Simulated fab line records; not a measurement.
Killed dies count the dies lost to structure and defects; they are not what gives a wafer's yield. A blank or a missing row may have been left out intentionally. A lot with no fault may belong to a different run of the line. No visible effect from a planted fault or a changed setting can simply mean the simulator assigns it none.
The tool behind it: which one? / flow nandHarc / 7 lots, 21 wafers sampled, at 5 steps of a route of 1302

## WHAT THE GAUGES SHOWED, per wafer
NHARC_A_ONON_D2_THK_MEAS_08: measures by ellipsometry.
lot=L310; measured=day 13 14:39; on=filmMetro-01; thkNm (nm)=992 992 993
lot=L313; measured=day 14 04:50; on=filmMetro-01; thkNm (nm)=997 994 994
lot=L315; measured=day 15 13:15; on=filmMetro-01; thkNm (nm)=997 996 996
lot=L322; measured=day 18 13:50; on=filmMetro-02; thkNm (nm)=988 988 985
lot=L324; measured=day 19 03:05; on=filmMetro-02; thkNm (nm)=912 993 913 915 992 913
lot=L329; measured=day 21 06:02; on=filmMetro-01; thkNm (nm)=1004 1006 1004
lot=L331; measured=day 21 20:12; on=filmMetro-02; thkNm (nm)=989 991 990

## TOOL THAT RAN EACH LOT (tool first, then ch and the chambers of the sampled wafers, then the start)
lot=L310; NHARC_A_CHANNEL_HOLE_D1_ETCH_23=harEtch-01 ch 0,1, day 9 17:58; NHARC_A_CHANNEL_HOLE_D1_STRIP_27=rieDiel-03 ch 1,2,3, day 11 12:07 or earlier; NHARC_A_CHANNEL_FILL_D1_ALD_25=aldHk-04 ch 0,2,3, day 11 12:07; NHARC_A_ONON_D2_DEP_06=pecvdOnon-03 ch 0, day 13 14:08
lot=L313; NHARC_A_CHANNEL_HOLE_D1_ETCH_23=harEtch-02 ch 0,1, day 10 11:07; NHARC_A_CHANNEL_HOLE_D1_STRIP_27=rieDiel-01 ch 0,1,3, day 12 04:40 or earlier; NHARC_A_CHANNEL_FILL_D1_ALD_25=aldHk-02 ch 0,1,3, day 12 04:40; NHARC_A_ONON_D2_DEP_06=pecvdOnon-02 ch 0, day 14 04:23
lot=L315; NHARC_A_CHANNEL_HOLE_D1_ETCH_23=harEtch-02 ch 1, day 11 14:41; NHARC_A_CHANNEL_HOLE_D1_STRIP_27=rieDiel-03 ch 1,3, day 13 13:29 or earlier; NHARC_A_CHANNEL_FILL_D1_ALD_25=aldHk-04 ch 0,2, day 13 13:29; NHARC_A_ONON_D2_DEP_06=pecvdOnon-03 ch 0, day 15 12:44
lot=L322; NHARC_A_CHANNEL_HOLE_D1_ETCH_23=harEtch-02 ch 0,1, day 14 19:00; NHARC_A_CHANNEL_HOLE_D1_STRIP_27=rieDiel-06 ch 0,1,3, day 16 12:33 or earlier; NHARC_A_CHANNEL_FILL_D1_ALD_25=aldHk-02 ch 0,2,3, day 16 12:33; NHARC_A_ONON_D2_DEP_06=pecvdOnon-03 ch 0, day 18 13:26
lot=L324; NHARC_A_CHANNEL_HOLE_D1_ETCH_23=harEtch-02 ch 0,1, day 15 07:10; NHARC_A_CHANNEL_HOLE_D1_STRIP_27=rieDiel-03 ch 1,3, day 17 01:07 or earlier; NHARC_A_CHANNEL_FILL_D1_ALD_25=aldHk-01 ch 0,1, day 17 01:07; NHARC_A_ONON_D2_DEP_06=pecvdOnon-02 ch 0, day 19 02:42
lot=L329; NHARC_A_CHANNEL_HOLE_D1_ETCH_23=harEtch-01 ch 0,1, day 17 10:45; NHARC_A_CHANNEL_HOLE_D1_STRIP_27=rieDiel-06 ch 1,2,3, day 19 03:26 or earlier; NHARC_A_CHANNEL_FILL_D1_ALD_25=aldHk-01 ch 0,3, day 19 03:26; NHARC_A_ONON_D2_DEP_06=pecvdOnon-03 ch 0, day 21 05:32
lot=L331; NHARC_A_CHANNEL_HOLE_D1_ETCH_23=harEtch-01 ch 1, day 18 04:43; NHARC_A_CHANNEL_HOLE_D1_STRIP_27=rieDiel-06 ch 1,2, day 19 21:17 or earlier; NHARC_A_CHANNEL_FILL_D1_ALD_25=aldHk-04 ch 0,1,3, day 19 21:17; NHARC_A_ONON_D2_DEP_06=pecvdOnon-02 ch 0, day 21 19:45
- NHARC_A_CHANNEL_HOLE_D1_ETCH_23: etches the open film in C4F8/O2/Ar, time 819 s, target depth 1600 nm.
- NHARC_A_CHANNEL_HOLE_D1_STRIP_27: strips in O2.
- NHARC_A_CHANNEL_FILL_D1_ALD_25: deposits SiOx, target thk 60 nm, pulse time 10 s, ald cycles 600.
- NHARC_A_ONON_D2_DEP_06: target thk 1000 nm.

## THE ANSWER, worked out from the rows above alone
Rule: what is usual is taken from the lots themselves. Put in order of their means at a reading, lots are off if they are a third of the lots or fewer, leave a main group of 4 or more, and stand apart from it by a gap of 3 or more times the standard deviation of the main group's means; of several such gaps the widest counts. A main group whose means are all the same, to the digits that the tables above print for the reading, isn't used. Also off: a lot with no number at a reading for which 4 or more lots have one. All remaining lots with rows at the step are treated as sound.
Off: L324 (NHARC_A_ONON_D2_THK_MEAS_08, thkNm). For the main group the mean is 994 nm and the standard deviation 5.6.
If a tool, at a process step before that reading, ran all the lots that are off and no sound lot after the first of them, it fits. The gauges at NHARC_A_ONON_D2_THK_MEAS_08 are tried like those tools. Because NHARC_A_CHANNEL_HOLE_D1_STRIP_27 lacks a start for some lots, the hours and order of its lots are taken from NHARC_A_CHANNEL_FILL_D1_ALD_25. Undecided on this evidence; 2 tools fit (harEtch-02 at NHARC_A_CHANNEL_HOLE_D1_ETCH_23, rieDiel-03 at NHARC_A_CHANNEL_HOLE_D1_STRIP_27).

## WHAT THE SIMULATOR HAD INSERTED
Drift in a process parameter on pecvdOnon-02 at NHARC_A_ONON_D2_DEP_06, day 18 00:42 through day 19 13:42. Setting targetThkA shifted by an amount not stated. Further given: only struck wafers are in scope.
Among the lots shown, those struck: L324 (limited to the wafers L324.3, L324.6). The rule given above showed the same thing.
